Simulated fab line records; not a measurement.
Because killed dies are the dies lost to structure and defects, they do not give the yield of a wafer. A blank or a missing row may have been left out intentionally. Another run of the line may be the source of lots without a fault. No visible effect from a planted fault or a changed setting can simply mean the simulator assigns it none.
The tool behind it: which one? || flow nand-harc || 39 wafers from 13 lots sampled at 6 of the route's 1302 steps

== WHAT EACH GAUGE READ, for each wafer ==
NHARC_A_BONDPAD_CD_MEAS_13.
{"lot": "L170", "measured": "day 23 00:08", "on": "cd-sem-01", "cd-nm (nm)": "501.8 500.9 499.2"}
{"lot": "L172", "measured": "day 23 17:11", "on": "cd-sem-03", "cd-nm (nm)": "500.3 500.6 499.0"}
{"lot": "L177", "measured": "day 26 05:08", "on": "cd-sem-01", "cd-nm (nm)": "504.6 502.4 501.3"}
{"lot": "L171", "measured": "day 26 09:00", "on": "cd-sem-03", "cd-nm (nm)": "500.0 497.3 496.0"}
{"lot": "L180", "measured": "day 27 00:32", "on": "cd-sem-03", "cd-nm (nm)": "497.2 496.6 499.5"}
{"lot": "L185", "measured": "day 29 04:56", "on": "cd-sem-03", "cd-nm (nm)": "502.2 497.3 497.4"}
{"lot": "L184", "measured": "day 29 14:43", "on": "cd-sem-01", "cd-nm (nm)": "497.9 500.8 499.5"}
{"lot": "L188", "measured": "day 29 16:32", "on": "cd-sem-02", "cd-nm (nm)": "500.3 500.6 495.5"}
{"lot": "L187", "measured": "day 29 20:19", "on": "cd-sem-03", "cd-nm (nm)": "501.8 498.9 498.8"}
{"lot": "L189", "measured": "day 30 17:19", "on": "cd-sem-03", "cd-nm (nm)": "498.3 499.5 500.1"}
{"lot": "L192", "measured": "day 32 04:31", "on": "cd-sem-02", "cd-nm (nm)": "499.1 499.1 497.7"}
{"lot": "L190", "measured": "day 32 08:41", "on": "cd-sem-02", "cd-nm (nm)": "500.4 500.0 497.5"}
{"lot": "L193", "measured": "day 32 12:17", "on": "cd-sem-02", "cd-nm (nm)": "497.3 498.7 499.8"}

NHARC_A_BONDPAD_THK_MEAS_20: measures by xrf.
{"lot": "L170", "measured": "day 23 02:10", "on": "film-metro-01", "thk-nm (nm)": "170.9 172.1 170.6"}
{"lot": "L172", "measured": "day 23 19:18", "on": "film-metro-02", "thk-nm (nm)": "169.5 170.2 172.5"}
{"lot": "L177", "measured": "day 26 07:09", "on": "film-metro-02", "thk-nm (nm)": "168.3 167.6 168.8"}
{"lot": "L171", "measured": "day 26 11:04", "on": "film-metro-02", "thk-nm (nm)": "171.6 172.3 169.5"}
{"lot": "L180", "measured": "day 27 02:36", "on": "film-metro-02", "thk-nm (nm)": "170.8 172.6 171.1"}
{"lot": "L185", "measured": "day 29 06:58", "on": "film-metro-01", "thk-nm (nm)": "30.9 31.1 27.2"}
{"lot": "L184", "measured": "day 29 16:44", "on": "film-metro-02", "thk-nm (nm)": "30.8 28.8 31.3"}
{"lot": "L188", "measured": "day 29 18:34", "on": "film-metro-01", "thk-nm (nm)": "169.7 170.8 168.4"}
{"lot": "L187", "measured": "day 29 22:52", "on": "film-metro-02", "thk-nm (nm)": "170.5 169.2 170.5"}
{"lot": "L189", "measured": "day 30 19:20", "on": "film-metro-02", "thk-nm (nm)": "173.5 170.2 170.1"}
{"lot": "L192", "measured": "day 32 06:33", "on": "film-metro-02", "thk-nm (nm)": "169.1 169.5 170.3"}
{"lot": "L190", "measured": "day 32 10:46", "on": "film-metro-02", "thk-nm (nm)": "170.8 169.7 170.4"}
{"lot": "L193", "measured": "day 32 14:19", "on": "film-metro-02", "thk-nm (nm)": "170.0 170.9 170.5"}

NHARC_END_SORT_01.
{"lot": "L185", "measured": "day 30 16:48", "on": "prober-02", "defect-limited-yield (%)": "0 0 0", "killed-at-array": "669 674 675", "killed-at-other": "0 0 0", "killed-at-periphery": "8 3 2", "killed-dies": "677 677 677", "killed-open": "4 4 4", "killed-short": "4 4 4"}
{"lot": "L184", "measured": "day 30 20:51", "on": "prober-01", "defect-limited-yield (%)": "0 0 0", "killed-at-array": "674 675 673", "killed-at-other": "1 1 1", "killed-at-periphery": "2 1 3", "killed-dies": "677 677 677", "killed-open": "4 5 4", "killed-short": "3 1 2"}

== TOOL THAT RAN EACH LOT (tool first, then ch and the chambers of the sampled wafers, then the start) ==
{"lot": "L170", "NHARC_A_BONDPAD_CMP_29": "cmp-02 ch 0,2,3, day 22 22:52", "NHARC_A_BONDPAD_ECD_18": "ecd-cu-01 ch 0,1, day 23 01:07", "NHARC_HYBRID_BOND_ACTIVATE_00": "rie-diel-05 ch 2,3, day 23 02:28"}
{"lot": "L172", "NHARC_A_BONDPAD_CMP_29": "cmp-02 ch 0,2, day 23 15:52", "NHARC_A_BONDPAD_ECD_18": "ecd-cu-02 ch 0,1, day 23 18:10", "NHARC_HYBRID_BOND_ACTIVATE_00": "rie-diel-09 ch 1,2, day 23 19:34"}
{"lot": "L177", "NHARC_A_BONDPAD_CMP_29": "cmp-02 ch 0,2, day 26 03:55", "NHARC_A_BONDPAD_ECD_18": "ecd-cu-02 ch 0,1, day 26 06:07", "NHARC_HYBRID_BOND_ACTIVATE_00": "rie-diel-09 ch 0,2, day 26 07:25"}
{"lot": "L171", "NHARC_A_BONDPAD_CMP_29": "cmp-03 ch 0,1,2, day 26 07:49", "NHARC_A_BONDPAD_ECD_18": "ecd-cu-02 ch 0,1, day 26 09:59", "NHARC_HYBRID_BOND_ACTIVATE_00": "rie-diel-06 ch 1,2,3, day 26 11:20"}
{"lot": "L180", "NHARC_A_BONDPAD_CMP_29": "cmp-03 ch 1,3, day 26 23:19", "NHARC_A_BONDPAD_ECD_18": "ecd-cu-02 ch 0,1, day 27 01:33", "NHARC_HYBRID_BOND_ACTIVATE_00": "rie-diel-05 ch 0,2, day 27 02:52"}
{"lot": "L185", "NHARC_A_BONDPAD_CMP_29": "cmp-03 ch 0,1, day 29 03:35", "NHARC_A_BONDPAD_ECD_18": "ecd-cu-01 ch 1, day 29 05:58", "NHARC_HYBRID_BOND_ACTIVATE_00": "-"}
{"lot": "L184", "NHARC_A_BONDPAD_CMP_29": "cmp-04 ch 0,3, day 29 13:24", "NHARC_A_BONDPAD_ECD_18": "ecd-cu-01 ch 0,1, day 29 15:45", "NHARC_HYBRID_BOND_ACTIVATE_00": "-"}
{"lot": "L188", "NHARC_A_BONDPAD_CMP_29": "cmp-03 ch 0,2,3, day 29 15:19", "NHARC_A_BONDPAD_ECD_18": "ecd-cu-02 ch 0,1, day 29 17:34", "NHARC_HYBRID_BOND_ACTIVATE_00": "rie-diel-09 ch 1,2,3, day 29 18:52"}
{"lot": "L187", "NHARC_A_BONDPAD_CMP_29": "cmp-03 ch 0,2,3, day 29 18:59", "NHARC_A_BONDPAD_ECD_18": "ecd-cu-02 ch 0,1, day 29 21:51", "NHARC_HYBRID_BOND_ACTIVATE_00": "rie-diel-05 ch 0,1,2, day 29 23:09"}
{"lot": "L189", "NHARC_A_BONDPAD_CMP_29": "cmp-02 ch 1,2, day 30 15:59", "NHARC_A_BONDPAD_ECD_18": "ecd-cu-02 ch 0,1, day 30 18:27", "NHARC_HYBRID_BOND_ACTIVATE_00": "rie-diel-09 ch 2,3, day 30 19:37"}
{"lot": "L192", "NHARC_A_BONDPAD_CMP_29": "cmp-02 ch 0,1,3, day 32 03:17", "NHARC_A_BONDPAD_ECD_18": "ecd-cu-02 ch 0, day 32 05:30", "NHARC_HYBRID_BOND_ACTIVATE_00": "rie-diel-09 ch 0,3, day 32 06:49"}
{"lot": "L190", "NHARC_A_BONDPAD_CMP_29": "cmp-03 ch 1,2,3, day 32 07:28", "NHARC_A_BONDPAD_ECD_18": "ecd-cu-02 ch 0, day 32 09:40", "NHARC_HYBRID_BOND_ACTIVATE_00": "rie-diel-06 ch 0,2, day 32 11:03"}
{"lot": "L193", "NHARC_A_BONDPAD_CMP_29": "cmp-02 ch 0,1,2, day 32 10:58", "NHARC_A_BONDPAD_ECD_18": "ecd-cu-01 ch 0,1, day 32 13:19", "NHARC_HYBRID_BOND_ACTIVATE_00": "rie-diel-06 ch 1,3, day 32 14:35"}
- NHARC_A_BONDPAD_CMP_29: polishes SiCN, target thk 200 nm.
- NHARC_A_BONDPAD_ECD_18: material Cu, target thk 400 nm.
- NHARC_HYBRID_BOND_ACTIVATE_00: chemistry N2, time 60 s.

== WHAT THE TOOLS THEMSELVES READ (means of the sampled wafers that have a number; where no wafer has one, the mark that the record gives instead) ==
NHARC_A_BONDPAD_CMP_29.
{"lot": "L170", "tool": "cmp-02", "motor-current-A (A)": 11.5}
{"lot": "L172", "tool": "cmp-02", "motor-current-A (A)": 11.8}
{"lot": "L177", "tool": "cmp-02", "motor-current-A (A)": 12.6}
{"lot": "L171", "tool": "cmp-03", "motor-current-A (A)": 11.8}
{"lot": "L180", "tool": "cmp-03", "motor-current-A (A)": 11.6}
{"lot": "L185", "tool": "cmp-03", "motor-current-A (A)": 12.4}
{"lot": "L184", "tool": "cmp-04", "motor-current-A (A)": 12.6}
{"lot": "L188", "tool": "cmp-03", "motor-current-A (A)": 11.7}
{"lot": "L187", "tool": "cmp-03", "motor-current-A (A)": 11.6}
{"lot": "L189", "tool": "cmp-02", "motor-current-A (A)": 13.1}
{"lot": "L192", "tool": "cmp-02", "motor-current-A (A)": 11.5}
{"lot": "L190", "tool": "cmp-03", "motor-current-A (A)": 11.2}
{"lot": "L193", "tool": "cmp-02", "motor-current-A (A)": 12.2}

NHARC_A_BONDPAD_ECD_18.
{"lot": "L170", "tool": "ecd-cu-01", "bath-heat-duty-pct (%)": 5.5, "bath-temp-c (C)": 25.13}
{"lot": "L172", "tool": "ecd-cu-02", "bath-heat-duty-pct (%)": 6.0, "bath-temp-c (C)": 24.99}
{"lot": "L177", "tool": "ecd-cu-02", "bath-heat-duty-pct (%)": 6.2, "bath-temp-c (C)": 24.99}
{"lot": "L171", "tool": "ecd-cu-02", "bath-heat-duty-pct (%)": 5.3, "bath-temp-c (C)": 25.06}
{"lot": "L180", "tool": "ecd-cu-02", "bath-heat-duty-pct (%)": 6.4, "bath-temp-c (C)": 25.06}
{"lot": "L185", "tool": "ecd-cu-01", "bath-heat-duty-pct (%)": "-", "bath-temp-c (C)": "-"}
{"lot": "L184", "tool": "ecd-cu-01", "bath-heat-duty-pct (%)": "-", "bath-temp-c (C)": "-"}
{"lot": "L188", "tool": "ecd-cu-02", "bath-heat-duty-pct (%)": 5.4, "bath-temp-c (C)": 24.89}
{"lot": "L187", "tool": "ecd-cu-02", "bath-heat-duty-pct (%)": 6.0, "bath-temp-c (C)": 24.90}
{"lot": "L189", "tool": "ecd-cu-02", "bath-heat-duty-pct (%)": 5.9, "bath-temp-c (C)": 25.04}
{"lot": "L192", "tool": "ecd-cu-02", "bath-heat-duty-pct (%)": 6.0, "bath-temp-c (C)": 24.95}
{"lot": "L190", "tool": "ecd-cu-02", "bath-heat-duty-pct (%)": 5.8, "bath-temp-c (C)": 25.11}
{"lot": "L193", "tool": "ecd-cu-01", "bath-heat-duty-pct (%)": 6.5, "bath-temp-c (C)": 24.94}

NHARC_HYBRID_BOND_ACTIVATE_00.
{"lot": "L170", "tool": "rie-diel-05", "drypump-motor-current-A (A)": 6.1, "oes-product-au (a.u.)": 1.001, "rf-vpp-V (V)": 63.3, "showerhead-plenum-p-Torr (Torr)": 1.79}
{"lot": "L172", "tool": "rie-diel-09", "drypump-motor-current-A (A)": 5.8, "oes-product-au (a.u.)": 0.992, "rf-vpp-V (V)": 64.0, "showerhead-plenum-p-Torr (Torr)": 1.71}
{"lot": "L177", "tool": "rie-diel-09", "drypump-motor-current-A (A)": 5.8, "oes-product-au (a.u.)": 0.996, "rf-vpp-V (V)": 63.7, "showerhead-plenum-p-Torr (Torr)": 1.80}
{"lot": "L171", "tool": "rie-diel-06", "drypump-motor-current-A (A)": 5.2, "oes-product-au (a.u.)": 0.998, "rf-vpp-V (V)": 64.5, "showerhead-plenum-p-Torr (Torr)": 1.74}
{"lot": "L180", "tool": "rie-diel-05", "drypump-motor-current-A (A)": 6.0, "oes-product-au (a.u.)": 0.994, "rf-vpp-V (V)": 64.2, "showerhead-plenum-p-Torr (Torr)": 1.73}
{"lot": "L188", "tool": "rie-diel-09", "drypump-motor-current-A (A)": 6.1, "oes-product-au (a.u.)": 0.989, "rf-vpp-V (V)": 65.1, "showerhead-plenum-p-Torr (Torr)": 1.88}
{"lot": "L187", "tool": "rie-diel-05", "drypump-motor-current-A (A)": 5.7, "oes-product-au (a.u.)": 1.009, "rf-vpp-V (V)": 65.1, "showerhead-plenum-p-Torr (Torr)": 1.78}
{"lot": "L189", "tool": "rie-diel-09", "drypump-motor-current-A (A)": 5.8, "oes-product-au (a.u.)": 0.993, "rf-vpp-V (V)": 64.9, "showerhead-plenum-p-Torr (Torr)": 1.90}
{"lot": "L192", "tool": "rie-diel-09", "drypump-motor-current-A (A)": 6.1, "oes-product-au (a.u.)": 1.004, "rf-vpp-V (V)": 63.8, "showerhead-plenum-p-Torr (Torr)": 1.86}
{"lot": "L190", "tool": "rie-diel-06", "drypump-motor-current-A (A)": 5.2, "oes-product-au (a.u.)": 1.007, "rf-vpp-V (V)": 63.6, "showerhead-plenum-p-Torr (Torr)": 1.67}
{"lot": "L193", "tool": "rie-diel-06", "drypump-motor-current-A (A)": 5.3, "oes-product-au (a.u.)": 0.997, "rf-vpp-V (V)": 64.5, "showerhead-plenum-p-Torr (Torr)": 1.88}

== THE ANSWER, worked out from the rows above alone ==
Rule: usual is defined by the lots themselves. Put in order of their means at a reading, lots are off if they are a third of the lots or fewer, leave a main group of 4 or more, and stand apart from it by a gap of 3 or more times the standard deviation of the main group's means; of several such gaps the widest counts. A main group is skipped when, at the precision printed for the reading in the tables above, its means are all equal. A lot without any number at a reading at which 4 lots or more have one is off too. The other lots that the step has rows for count as sound. After the gauges, taken in route order, come the tools' own readings; for these a lot's mean is taken, as printed above. The first step at which some lot is off is used, and at that step the reading that is off furthest; a lot without a number counts as furthest.
Off, at NHARC_A_BONDPAD_THK_MEAS_20 on thk-nm: L185, L184. The main group: mean 170.4 nm, standard deviation 0.92.
A tool fits if, at a process step before that reading, it ran every lot that is off, and no sound lot after the first of them. The gauges at NHARC_A_BONDPAD_THK_MEAS_20 aren't tried: what is off there is off at NHARC_A_BONDPAD_ECD_18 too, on other tools, and a gauge's error can't cause that. None of those tried fits.

== WHAT THE SIMULATOR PUT IN ==
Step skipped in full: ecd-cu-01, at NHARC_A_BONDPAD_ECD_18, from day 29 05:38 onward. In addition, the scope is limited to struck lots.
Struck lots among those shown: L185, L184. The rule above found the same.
